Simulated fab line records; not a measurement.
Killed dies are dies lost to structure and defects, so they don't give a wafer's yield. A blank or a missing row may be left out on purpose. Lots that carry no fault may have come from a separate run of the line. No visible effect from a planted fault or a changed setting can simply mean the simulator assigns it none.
fab line records | flow n5_finfet
record: lots: 7 wafers: 21
route steps=1938 shown FIN_CUT@160 SD_EPI_N@263
start_h: start of the lot's first displayed wafer, in hours after the record's first day | wait_h: hours elapsed since this lot's preceding step | " identical to the entry in the row above | L1.1+2: one row covering several wafers at once | - no value, or no start was given | * or withheld: withheld | < > ~ a bound
route shown NAME@n: NAME is a module with steps in the file, n the number in the route of the first one | usual: mean and standard deviation over wafers with no fault | same: alike in all rows | chamber/n: place in a boat | sites: readings site by site | _std_site: standard deviation across them | _edge_site: the outer-site mean with the inner-site mean subtracted | radius_mm: how far each site lies from the wafer's centre | mask NAME#n: copy n | behind: the tool/chamber that last shaped the wafer | hold: reason for holding the lot/hours on hold/outcome of the hold | device: names the non-switching transistor (n, p or np) | end of line: tests of these same wafers at the route's end | step lacking rows: just its recipe | killed: at the first sort, the dies lost to defects and structure; wafer yield is something else | map: a wafer's dies, x killed, . not, _ none there
set.NAME: the run value of the setting; set.NAME@STEP: its run value at that earlier step | model.NAME: the simulator's own value behind a step, which no gauge read
lots where settings were altered on purpose, with a table for each step and a row for each wafer
== steps ==
step: N5_FIN_CUT_EXPOSE_05
recipe: mask_id: FIN_CUT na: 0.33 source_shape: annular sigma_inner: 0.35 sigma_outer: 0.8 polarization: unpolarized dose_mj: 45.75
columns lot.wafer tool chamber start_h wait_h mask set.dose_mj
L076.2+3+6 euv_scanner-01 0 39.07 - FIN_CUT#0 45.75
L077.2+5+6 euv_scanner-01 0 44.25 - FIN_CUT#0 45.75
L084.2+4+6 euv_scanner-01 0 86.72 - FIN_CUT#0 45.75
L086.1+3 euv_scanner-02 0 100.94 - FIN_CUT#0 48.1
L086.5 " 0 " " FIN_CUT#0 45.75
L087.1+2 euv_scanner-01 0 103.53 - FIN_CUT#0 48.52
L087.5 " 0 " " FIN_CUT#0 45.75
L094.1 euv_scanner-02 0 146.98 - FIN_CUT#0 48.44
L094.5+6 " 0 " " FIN_CUT#0 45.75
L096.3+4 euv_scanner-01 0 158.93 - FIN_CUT#0 42.89
L096.6 " 0 " " FIN_CUT#0 45.75
step: N5_FIN_CUT_PEB_06
recipe: peb_temp_c: 100 peb_time_s: 60 resist: CAR-EUV
step: N5_FIN_CUT_DEVELOP_07
recipe: develop_time_s: 30 developer: TMAH resist: CAR-EUV rinse_liquid: surfactant_rinse dry: air_spin dev_temp_c: 23
step: N5_FIN_CUT_CD_MEAS_08
recipe: target_cd_nm: 29.1 landing_energy_ev: 500 detector: se_inlens polarity: opening
usual: cd_nm: 29.03/0.23
columns lot.wafer tool chamber start_h wait_h set.dose_mj@FIN_CUT_EXPOSE_05 cd_nm
L076.2 cd_sem-02 0 39.20 - 45.75 29.12
L076.3 " 0 " " 45.75 28.80
L076.6 " 0 " " 45.75 29.18
L077.2 cd_sem-02 0 44.37 - 45.75 28.92
L077.5 " 0 " " 45.75 29.32
L077.6 " 0 " " 45.75 28.62
L084.2 cd_sem-01 0 86.84 - 45.75 29.10
L084.4 " 0 " " 45.75 28.91
L084.6 " 0 " " 45.75 29.03
L086.1 cd_sem-01 0 101.07 - 48.1 29.77
L086.3 " 0 " " 48.1 29.88
L086.5 " 0 " " 45.75 29.26
L087.1 cd_sem-01 0 103.66 - 48.52 29.98
L087.2 " 0 " " 48.52 29.87
L087.5 " 0 " " 45.75 28.94
L094.1 cd_sem-01 0 147.12 - 48.44 30.31
L094.5 " 0 " " 45.75 28.92
L094.6 " 0 " " 45.75 29.00
L096.3 cd_sem-01 0 159.05 - 42.89 28.37
L096.4 " 0 " " 42.89 28.07
L096.6 " 0 " " 45.75 28.83
step: N5_FIN_CUT_DESCUM_13
recipe: chemistry: O2 time_s: 7 source_power_w: 50 bias_power_w: 20 pressure_mtorr: 20 rf_frequency_hz: 2.712e+07 temp_c: 40 resist: CAR-EUV o2_flow_sccm: 225
step: N5_FIN_CUT_ETCH_30
recipe: chemistry: N2/H2 target: underlayer target_depth_a: 130 mask_material: CAR-EUV time_s: 10.4 ion_energy_ev: 200 pressure_mtorr: 30 source_w: 840 bias_w: 150 n2_flow_sccm: 200 h2_flow_sccm: 200 ends: cleared
columns lot.wafer tool chamber start_h wait_h set.dose_mj@FIN_CUT_EXPOSE_05 model.FIN_CUT.cd_offset_nm
L076.2 rie_diel-05 0 39.35 0.0 45.75 0
L076.3+6 " 2 " " 45.75 0.4
L077.2 rie_diel-05 2 44.53 0.0 45.75 0.4
L077.5+6 " 1,2 " " 45.75 0.2
L084.2 rie_diel-06 0 87.00 0.0 45.75 0
L084.4 " 3 " " 45.75 0.2
L084.6 " 0 " " 45.75 -0.2
L086.1+3 rie_diel-02 2,0 101.23 0.0 48.1 0.8
L086.5 " 2 " " 45.75 -0.2
L087.1+2 rie_diel-06 0,1 103.84 0.0 48.52 1
L087.5 " 2 " " 45.75 -0.2
L094.1 rie_diel-02 2 147.27 0.0 48.44 0.8
L094.5 " 0 " " 45.75 0
L094.6 " 3 " " 45.75 -0.2
L096.3 rie_diel-02 1 159.34 0.0 42.89 -0.8
L096.4 " 3 " " 42.89 -1
L096.6 " 0 " " 45.75 0.2
step: N5_FIN_CUT_ETCH_20
recipe: chemistry: CF4 target: SiARC target_depth_a: 260 mask_material: CAR-EUV time_s: 43.3 ion_energy_ev: 80 pressure_mtorr: 40 source_w: 545 bias_w: 36 Ar_flow_sccm: 100 cf4_flow_sccm: 100 ends: cleared
columns lot.wafer tool chamber start_h wait_h set.spin_rpm@FIN_CUT_COAT_19 model.etch.depth_nm
L076.2 rie_diel-05 0 39.37 0.0 1500 20.04
L076.3 " 2 " " 1500 20.03
L076.6 " 2 " " 1500 20.01
L077.2 rie_diel-05 2 44.55 0.0 1500 19.91
L077.5 " 1 " " 1662 18.9
L077.6 " 2 " " 1662 18.95
L084.2 rie_diel-06 0 87.02 0.0 1666 18.98
L084.4 " 3 " " 1500 20.02
L084.6 " 0 " " 1666 18.95
L086.1 rie_diel-02 2 101.25 0.0 1439 20.42
L086.3 " 0 " " 1439 20.41
L086.5 " 2 " " 1500 19.93
L087.1 rie_diel-06 0 103.86 0.0 1500 20.07
L087.2 " 1 " " 1393 20.79
L087.5 " 2 " " 1500 20.01
L094.1 rie_diel-02 2 147.29 0.0 1500 20.11
L094.5 " 0 " " 1409 20.73
L094.6 " 3 " " 1500 20.07
L096.3 rie_diel-02 1 159.36 0.0 1500 20.07
L096.4 " 3 " " 1500 20.02
L096.6 " 0 " " 1500 20.04
step: N5_SD_EPI_N_COAT_33
recipe: resist: SiARC temp_c: 220 time_s: 60 spin_rpm: 1500 resist_thk_nm: 35
columns lot.wafer tool chamber start_h wait_h set.spin_rpm model.SiARC_of_SD_EPI_N_COAT_33.thk_nm
L076.2+3+6 litho_track-03 0 - - 1500 35.2
L077.2+6 litho_track-03 0 - - 1500 35
L077.5 " 0 " " 1627 33.6
L084.2+6 litho_track-01 0 - - 1500 35
L084.4 " 0 " " 1500 35.2
L086.1 litho_track-03 0 - - 1500 35
L086.3+5 " 0 " " 1374 36.6
L087.1+2+5 litho_track-04 0 - - 1500 35.2
L094.1 litho_track-04 0 - - 1564 34.2
L094.5 " 0 " " 1564 34.4
L094.6 " 0 " " 1500 35
L096.3 litho_track-04 0 - - 1500 35.2
L096.4 " 0 " " 1500 35
L096.6 " 0 " " 1647 33.4
step: N5_SD_EPI_N_EXPOSE_06
recipe: mask_id: SD_N_BLK na: 1.35 source_shape: conventional sigma_outer: 0.8 polarization: unpolarized target_cd_nm: 120 dose_mj: 39.75
columns lot.wafer tool chamber start_h wait_h mask set.dose_mj
L076.2+3+6 arfi_scanner-03 0 61.20 - SD_N_BLK#0 39.75
L077.2+6 arfi_scanner-02 0 65.67 - SD_N_BLK#0 39.75
L077.5 " 0 " " SD_N_BLK#0 40.93
L084.2+4 arfi_scanner-01 0 111.30 - SD_N_BLK#0 42.5
L084.6 " 0 " " SD_N_BLK#0 39.75
L086.1+5 arfi_scanner-01 0 121.66 - SD_N_BLK#0 39.75
L086.3 " 0 " " SD_N_BLK#0 38.66
L087.1+2+5 arfi_scanner-03 0 124.92 - SD_N_BLK#0 39.75
L094.1 arfi_scanner-03 0 171.03 - SD_N_BLK#0 42.36
L094.5+6 " 0 " " SD_N_BLK#0 39.75
L096.3 arfi_scanner-03 0 180.88 - SD_N_BLK#0 39.75
L096.4+6 " 0 " " SD_N_BLK#0 41.76
step: N5_SD_EPI_N_PEB_07
recipe: peb_temp_c: 110 peb_time_s: 60 resist: CAR-ArF-block
step: N5_SD_EPI_N_DEVELOP_08
recipe: develop_time_s: 30 developer: TMAH resist: CAR-ArF-block dev_temp_c: 23 rinse_liquid: diw dry: air_spin
step: N5_SD_EPI_N_CD_MEAS_09
recipe: target_cd_nm: 120 landing_energy_ev: 500 detector: se_inlens
usual: cd_nm: 119.6/0.84
columns lot.wafer tool chamber start_h wait_h set.dose_mj@SD_EPI_N_EXPOSE_06 cd_nm
L076.2 cd_sem-02 0 61.32 - 39.75 118.9
L076.3 " 0 " " 39.75 120.0
L076.6 " 0 " " 39.75 119.7
L077.2 cd_sem-03 0 65.79 - 39.75 121.0
L077.5 " 0 " " 40.93 122.6
L077.6 " 0 " " 39.75 119.5
L084.2 cd_sem-02 0 111.41 - 42.5 122.7
L084.4 " 0 " " 42.5 123.8
L084.6 " 0 " " 39.75 119.8
L086.1 cd_sem-02 0 121.78 - 39.75 119.0
L086.3 " 0 " " 38.66 117.4
L086.5 " 0 " " 39.75 118.6
L087.1 cd_sem-02 0 125.05 - 39.75 117.9
L087.2 " 0 " " 39.75 117.9
L087.5 " 0 " " 39.75 119.5
L094.1 cd_sem-03 0 171.15 - 42.36 123.0
L094.5 " 0 " " 39.75 118.4
L094.6 " 0 " " 39.75 119.3
L096.3 cd_sem-03 0 181.00 - 39.75 120.4
L096.4 " 0 " " 41.76 123.2
L096.6 " 0 " " 41.76 122.4
step: N5_SD_EPI_N_DESCUM_14
recipe: chemistry: O2 time_s: 7.9 source_power_w: 50 bias_power_w: 20 pressure_mtorr: 20 rf_frequency_hz: 2.712e+07 temp_c: 40 resist: CAR-ArF-block o2_flow_sccm: 225
columns lot.wafer tool chamber start_h wait_h set.dose_mj@SD_EPI_N_EXPOSE_06 model.SD_EPI_N.cd_nm
L076.2 rie_diel-01 1 61.40 0.0 39.75 118.8
L076.3 " 3 " " 39.75 119.4
L076.6 " 1 " " 39.75 119.6
L077.2 rie_diel-04 2 65.96 0.1 39.75 121.4
L077.5 " 0 " " 40.93 122.6
L077.6 " 3 " " 39.75 119.6
L084.2 rie_diel-04 1 111.50 0.0 42.5 123
L084.4 " 0 " " 42.5 123.6
L084.6 " 2 " " 39.75 119.8
L086.1 rie_diel-03 1 121.87 0.0 39.75 119.8
L086.3 " 3 " " 38.66 117.8
L086.5 " 1 " " 39.75 119
L087.1+2 rie_diel-01 1,3 125.13 0.0 39.75 118
L087.5 " 3 " " 39.75 119.4
L094.1 rie_diel-01 0 171.24 0.0 42.36 123.2
L094.5 " 1 " " 39.75 118.8
L094.6 " 2 " " 39.75 119.4
L096.3 rie_diel-01 0 181.11 0.1 39.75 120.2
L096.4 " 1 " " 41.76 123.2
L096.6 " 3 " " 41.76 121.8
step: N5_SD_EPI_N_ETCH_34
recipe: chemistry: CF4 target: SiARC target_depth_a: 455 mask_material: CAR-ArF-block time_s: 75.8 ion_energy_ev: 80 pressure_mtorr: 40 source_w: 545 bias_w: 36 Ar_flow_sccm: 100 cf4_flow_sccm: 100 ends: cleared
columns lot.wafer tool chamber start_h wait_h set.spin_rpm@SD_EPI_N_COAT_33 set.dose_mj@SD_EPI_N_EXPOSE_06 model.SD_EPI_N.cd_nm model.etch.depth_nm model.CAR-ArF-block_of_SD_EPI_N_COAT_03.thk_nm
L076.2 rie_diel-01 1 61.44 0.0 1500 39.75 119.2 35.19 111.2
L076.3 " 3 " " 1500 39.75 119.4 35.15 111
L076.6 " 1 " " 1500 39.75 120 35.11 111.2
L077.2 rie_diel-04 2 66.00 0.0 1500 39.75 121.6 35.03 111.8
L077.5 " 0 " " 1627 40.93 123 33.69 112.8
L077.6 " 3 " " 1500 39.75 119.6 35.09 111.6
L084.2 rie_diel-04 1 111.54 0.0 1500 42.5 123.2 35.06 110.8
L084.4 " 0 " " 1500 42.5 124 35.16 111
L084.6 " 2 " " 1500 39.75 119.8 35.08 111
L086.1 rie_diel-03 1 121.91 0.0 1500 39.75 119.4 34.95 111
L086.3 " 3 " " 1374 38.66 118 36.5 109.2
L086.5 " 1 " " 1374 39.75 118.6 36.59 109.6
L087.1 rie_diel-01 1 125.17 0.0 1500 39.75 118 35.17 110.8
L087.2 " 3 " " 1500 39.75 118.4 35.24 110.6
L087.5 " 3 " " 1500 39.75 119.8 35.29 110.4
L094.1 rie_diel-01 0 171.27 0.0 1564 42.36 123.2 34.21 111.4
L094.5 " 1 " " 1564 39.75 118.8 34.35 111.4
L094.6 " 2 " " 1500 39.75 119.6 35.06 111
L096.3 rie_diel-01 0 181.15 0.0 1500 39.75 120.4 35.15 111.6
L096.4 " 1 " " 1500 41.76 123.6 35.07 111.6
L096.6 " 3 " " 1647 41.76 122 33.48 113
step: N5_SD_EPI_N_ETCH_35
recipe: chemistry: N2/H2 target: SOC overetch_a: 1080 mask_material: SiARC temp_c: 40 ion_energy_ev: 100 source_w: 3000 bias_w: 133 pressure_mtorr: 20 time_s: 486 n2_flow_sccm: 200 h2_flow_sccm: 200
columns lot.wafer tool chamber start_h wait_h set.dose_mj@SD_EPI_N_EXPOSE_06 model.SD_EPI_N.cd_nm
L076.2 rie_diel-01 1 61.49 0.0 39.75 119.4
L076.3 " 3 " " 39.75 118
L076.6 " 1 " " 39.75 121.2
L077.2 rie_diel-04 2 66.05 0.0 39.75 120.6
L077.5 " 0 " " 40.93 121.8
L077.6 " 3 " " 39.75 118.2
L084.2 rie_diel-04 1 111.59 0.0 42.5 123.6
L084.4 " 0 " " 42.5 125.2
L084.6 " 2 " " 39.75 117.6
L086.1 rie_diel-03 1 121.96 0.0 39.75 119.8
L086.3 " 3 " " 38.66 118
L086.5 " 1 " " 39.75 118.8
L087.1 rie_diel-01 1 125.23 0.0 39.75 118.2
L087.2 " 3 " " 39.75 117.8
L087.5 " 3 " " 39.75 119.8
L094.1 rie_diel-01 0 171.33 0.0 42.36 123
L094.5 " 1 " " 39.75 118
L094.6 " 2 " " 39.75 117
L096.3 rie_diel-01 0 181.20 0.0 39.75 120
L096.4 " 1 " " 41.76 123.4
L096.6 " 3 " " 41.76 122.4
step: N5_SD_EPI_N_STRIP_36
recipe: chemistry: N2/H2 temp_c: 40 n2_flow_sccm: 200 h2_flow_sccm: 200 rf_frequency_hz: 6e+07
step: N5_SD_EPI_N_ETCHBACK_44
recipe: chemistry: CH3F/O2 mode: anisotropic_etchback target: SiNx target_depth_a: 145 stop_on: SiO2 over_etch_frac: 0.3 ion_energy_ev: 120 pressure_mtorr: 30 source_w: 395 bias_w: 73 Ar_flow_sccm: 150 CH3F_flow_sccm: 30 O2_flow_sccm: 20
step: N5_SD_EPI_N_ETCH_45
recipe: chemistry: CH3F/O2 target: SiOCN target_depth_a: 60 mask_material: SOC ion_energy_ev: 60 bias_w: 29 pressure_mtorr: 15 source_w: 410 Ar_flow_sccm: 150 CH3F_flow_sccm: 30 O2_flow_sccm: 20
step: N5_SD_EPI_N_ETCH_16
recipe: chemistry: CHF3/O2 target: SiO2 target_depth_a: 50 mask_material: SOC pressure_mtorr: 30 source_w: 650 bias_w: 170 Ar_flow_sccm: 200 CHF3_flow_sccm: 50 O2_flow_sccm: 5 ion_energy_ev: 200
columns lot.wafer tool chamber start_h wait_h set.dose_mj@SD_EPI_N_EXPOSE_06 model.SD_EPI_N.cd_nm
L076.2 rie_diel-01 1 62.02 0.1 39.75 119.6
L076.3 " 3 " " 39.75 118
L076.6 " 1 " " 39.75 121.6
L077.2 rie_diel-04 2 66.58 0.1 39.75 120.6
L077.5 " 0 " " 40.93 122
L077.6 " 3 " " 39.75 118.4
L084.2 rie_diel-04 1 112.12 0.1 42.5 123.8
L084.4 " 0 " " 42.5 125.4
L084.6 " 2 " " 39.75 117.4
L086.1 rie_diel-03 1 122.49 0.1 39.75 119.8
L086.3 " 3 " " 38.66 118.2
L086.5 " 1 " " 39.75 118.8
L087.1 rie_diel-01 1 125.75 0.1 39.75 118.2
L087.2 " 3 " " 39.75 117.6
L087.5 " 3 " " 39.75 119.8
L094.1 rie_diel-01 0 171.85 0.1 42.36 123
L094.5 " 1 " " 39.75 118.2
L094.6 " 2 " " 39.75 116.8
L096.3 rie_diel-01 0 181.73 0.1 39.75 120.2
L096.4 " 1 " " 41.76 123.6
L096.6 " 3 " " 41.76 122.4
step: N5_SD_EPI_N_STRIP_47
recipe: chemistry: CHF3/O2 resist: SiARC rf_frequency_hz: 6e+07
step: N5_SD_EPI_N_SD_RECESS_17
recipe: chemistry: HBr/Cl2/O2 target_depth_a: 410 mask_material: SOC time_s: 23.7 bt_time_s: 3 pressure_mtorr: 10 icp_w: 800 bias_w: 112 HBr_flow_sccm: 150 Cl2_flow_sccm: 80 O2_flow_sccm: 12
columns lot.wafer tool chamber start_h wait_h set.dose_mj@SD_EPI_N_EXPOSE_06 model.SD_EPI_N.cd_nm
L076.2 rie_si-03 0 62.09 0.0 39.75 119.6
L076.3 " 1 " " 39.75 118
L076.6 " 0 " " 39.75 121.6
L077.2 rie_si-03 1 66.65 0.0 39.75 120.6
L077.5 " 0 " " 40.93 122
L077.6 " 1 " " 39.75 118.2
L084.2 rie_si-06 2 112.19 0.0 42.5 123.8
L084.4 " 0 " " 42.5 125.4
L084.6 " 0 " " 39.75 117.4
L086.1 rie_si-01 2 122.56 0.0 39.75 120
L086.3 " 3 " " 38.66 118.2
L086.5 " 2 " " 39.75 119
L087.1 rie_si-06 2 125.82 0.0 39.75 118.4
L087.2 " 3 " " 39.75 117.6
L087.5 " 1 " " 39.75 119.8
L094.1 rie_si-06 3 171.93 0.0 42.36 123
L094.5 " 0 " " 39.75 118
L094.6 " 1 " " 39.75 116.8
L096.3 rie_si-01 2 181.80 0.0 39.75 120.2
L096.4 " 3 " " 41.76 123.6
L096.6 " 3 " " 41.76 122.4
step: N5_SD_EPI_N_EPI_21
recipe: material: Si:P dopant: P temp_c: 680 pressure_torr: 255 time_s: 690
columns lot.wafer tool chamber start_h wait_h set.time_s model.Si-P_of_SD_EPI_N_EPI_21.thk_nm
L076.2 epi_rpcvd-03 0 63.36 0.4 690 58.2
L076.3 " 0 " " 690 59
L076.6 " 0 " " 690 58.6
L077.2 epi_rpcvd-04 0 68.17 0.4 635.6 56.4
L077.5 " 0 " " 635.6 57.2
L077.6 " 0 " " 690 60
L084.2 epi_rpcvd-02 0 113.69 0.4 690 58.8
L084.4 " 0 " " 690 59.4
L084.6 " 0 " " 690 59
L086.1 epi_rpcvd-03 0 123.54 0.1 566.3 51.6
L086.3 " 0 " " 690 58.6
L086.5 " 0 " " 690 59
L087.1 epi_rpcvd-04 0 126.81 0.1 690 58.4
L087.2 " 0 " " 803.6 64.6
L087.5 " 0 " " 690 58.2
L094.1 epi_rpcvd-03 0 173.17 0.3 690 59.2
L094.5 " 0 175.16 2.0 690 59.8
L094.6 " 0 " " 690 59.6
L096.3 epi_rpcvd-04 0 183.38 0.7 690 59.4
L096.4 " 0 " " 690 59.8
L096.6 " 0 " " 690 60.2
step: N5_SD_EPI_N_EPI_MEAS_23
recipe: mode: xrd
usual: thk_nm: 59.1/1.3
columns lot.wafer tool chamber start_h wait_h set.time_s@SD_EPI_N_EPI_21 thk_nm
L076.2 film_metro-02 - 64.79 1.2 690 58.5
L076.3 " - " " 690 60.2
L076.6 " - " " 690 58.9
L077.2 film_metro-02 - 69.61 1.2 635.6 55.6
L077.5 " - " " 635.6 57.0
L077.6 " - " " 690 61.9
L084.2 film_metro-02 - 115.13 1.2 690 56.6
L084.4 " - " " 690 60.4
L084.6 " - " " 690 58.8
L086.1 film_metro-02 - 125.26 1.5 566.3 51.5
L086.3 " - " " 690 59.3
L086.5 " - " " 690 58.2
L087.1 film_metro-01 - 128.54 1.5 690 57.1
L087.2 " - " " 803.6 63.4
L087.5 " - " " 690 57.6
L094.1 film_metro-02 - 176.19 2.5 690 59.9
L094.5 " - " " 690 61.2
L094.6 " - " " 690 59.5
L096.3 film_metro-01 - 184.55 0.9 690 58.0
L096.4 " - " " 690 58.5
L096.6 " - " " 690 62.2
== key ==
split: step: N5_FIN_CUT_EXPOSE_05 setting: dose_mj stated: 45.75 by: wafer
response: step: N5_FIN_CUT_CD_MEAS_08 reading: cd_nm change: +0.151 per: 1% r: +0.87
response: step: N5_FIN_CUT_ETCH_30 reading: model.FIN_CUT.cd_offset_nm change: +0.18 per: 1% r: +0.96
split: step: N5_SD_EPI_N_COAT_33 setting: spin_rpm stated: 1500 by: wafer
response: step: N5_SD_EPI_N_COAT_33 reading: model.SiARC_of_SD_EPI_N_COAT_33.thk_nm change: -0.175 per: 1% r: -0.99
response: step: N5_SD_EPI_N_ETCH_34 reading: model.etch.depth_nm change: -0.173 per: 1% r: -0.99
response: step: N5_SD_EPI_N_ETCH_34 reading: model.CAR-ArF-block_of_SD_EPI_N_COAT_03.thk_nm change: +0.149 per: 1% r: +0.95
split: step: N5_SD_EPI_N_EXPOSE_06 setting: dose_mj stated: 39.75 by: wafer
response: step: N5_SD_EPI_N_CD_MEAS_09 reading: cd_nm change: +0.555 per: 1% r: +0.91
response: step: N5_SD_EPI_N_DESCUM_14 reading: model.SD_EPI_N.cd_nm change: +0.552 per: 1% r: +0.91
response: step: N5_SD_EPI_N_ETCH_34 reading: model.SD_EPI_N.cd_nm change: +0.561 per: 1% r: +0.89
response: step: N5_SD_EPI_N_ETCH_35 reading: model.SD_EPI_N.cd_nm change: +0.817 per: 1% r: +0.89
response: step: N5_SD_EPI_N_ETCH_16 reading: model.SD_EPI_N.cd_nm change: +0.832 per: 1% r: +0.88
response: step: N5_SD_EPI_N_SD_RECESS_17 reading: model.SD_EPI_N.cd_nm change: +0.843 per: 1% r: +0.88
split: step: N5_SD_EPI_N_EPI_21 setting: time_s stated: 690 by: wafer
response: step: N5_SD_EPI_N_EPI_21 reading: model.Si-P_of_SD_EPI_N_EPI_21.thk_nm change: +0.394 per: 1% r: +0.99
response: step: N5_SD_EPI_N_EPI_MEAS_23 reading: thk_nm change: * per: 1% r: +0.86
split outside_this_file step=N5_FIN_CUT_COAT_19 setting=spin_rpm
split outside_this_file: this setting was split too, and the file shows its column; the key of that split is in another file
